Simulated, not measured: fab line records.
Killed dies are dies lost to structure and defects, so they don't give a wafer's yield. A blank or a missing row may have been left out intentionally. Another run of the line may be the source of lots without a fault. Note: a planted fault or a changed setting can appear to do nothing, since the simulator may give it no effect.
8D (eight disciplines) problem report, filled in by code -- flow n5_finfet -- the parts of the form that need people (team, actions taken, sign-off) are left out

## 1. WHAT WENT WRONG
run_length_s at N5_BEOL_M3_VIA_ETCH_34 reads a mean of 94.8 s on 2 wafers of 2 lots; wafers without a fault read 89.2 s with a standard deviation of 0.55. That is +10 standard deviations from the usual mean.
The step: etches the open film in C4F6/O2, target depth 69.4 nm, time 65.9 s.
First observed at day 9 23:44: wafer L751.5, on rie_diel-06. The record has a number at this step for 17 wafers belonging to 6 lots. Rule for "out" (also "out of limits"): further than 4 standard deviations from the usual mean. The rest of the wafers with a number are treated as sound.

## 2. WHAT IT IS AND WHAT IT IS NOT
question,is,is not
which readings at this step,run_length_s,"drypump_motor_current_A, oes_f_703_au, oes_product_au, rf_vpp_V, showerhead_plenum_p_Torr, throttle_valve_pct"
which lots,"L751, L758","L741, L742, L760, L761"
which wafers of those lots,"L751.5, L758.2","L751.6, L758.4, L758.6"
read on which tools,rie_diel-06,"rie_diel-01, rie_diel-04"
when,from day 9 23:44,"up to then (7 sound wafers); but 8 sound wafers of L758, L760, L761 came after"

## 3. WHAT RULES OUT EACH SUSPECT
Counting: any tool at a process step up to the reading remains a suspect provided it ran every lot that is out. Sound lots after the first of them don't rule it out here, since some wafers of a struck lot are sound.
- ald_sin-04 at N5_BEOL_M3_ALD_98 (deposits SiO2, target thk 2.5 nm, pulse time 1 s, co reactant pulse time 1 s): kept. It ran every lot that is out, first L751 (day 9 23:31).
- rie_diel-06 at N5_BEOL_M3_ETCHBACK_99 (etches SiO2 in CHF3, target depth 5 nm, time 10.4 s): kept. It ran every lot that is out, first L751 (day 9 23:36); its last sound lot up to then is L742 (day 7 15:47).
- rie_diel-06 at N5_BEOL_M3_ETCH_70 (etches SOC in N2/H2, target depth 80 nm, overetch 16 nm, time 120 s): kept. It ran every lot that is out, first L751 (day 9 23:40); its last sound lot up to then is L742 (day 7 15:49).
- rie_diel-06 at N5_BEOL_M3_VIA_ETCH_34 (etches the open film in C4F6/O2, target depth 69.4 nm, time 65.9 s): kept. It ran every lot that is out, first L751 (day 9 23:44); its last sound lot up to then is L742 (day 7 15:55). Its own run_length_s readings are out on those wafers.
Left after counting: ald_sin-04 at N5_BEOL_M3_ALD_98, rie_diel-06 at N5_BEOL_M3_ETCHBACK_99, rie_diel-06 at N5_BEOL_M3_ETCH_70, rie_diel-06 at N5_BEOL_M3_VIA_ETCH_34.

## 4. THE CAUSE (what the simulator had put in)
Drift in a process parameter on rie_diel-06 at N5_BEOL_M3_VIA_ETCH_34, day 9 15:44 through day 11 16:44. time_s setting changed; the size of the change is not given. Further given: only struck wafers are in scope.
After counting, 4 suspects remain, this tool included.

## 5. SEQUENCE OF EFFECTS, ordered by route
Rows list readings where the struck wafers' mean (over those with a number) sits beyond 3 standard deviations from the usual. Readings are gone through only where the record gives a usual standard deviation; hours: the median, over the lots, of the time from a lot's start at the first step in this table giving one to that lot's start at this step; sigmas: the change measured in usual standard deviations.
hours,step,reading,usual,on struck wafers,change,sigmas
0,N5_BEOL_M3_VIA_ETCH_34,run_length_s,89.2 s,94.8,+5.6,+10
It contains these process steps:
- N5_BEOL_M3_VIA_ETCH_34: etches the open film in C4F6/O2, target depth 69.4 nm, time 65.9 s.
Later steps that measure or inspect, where all struck wafers having a row at the step show a number for every such reading and not one has moved that far: N5_BEOL_M4_RC_MEAS_101.

## 6. WHAT WOULD HAVE CAUGHT IT SOONER
The fault began at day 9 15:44; the first out-of-limits reading in this record came at day 9 23:44, 8 hours later.
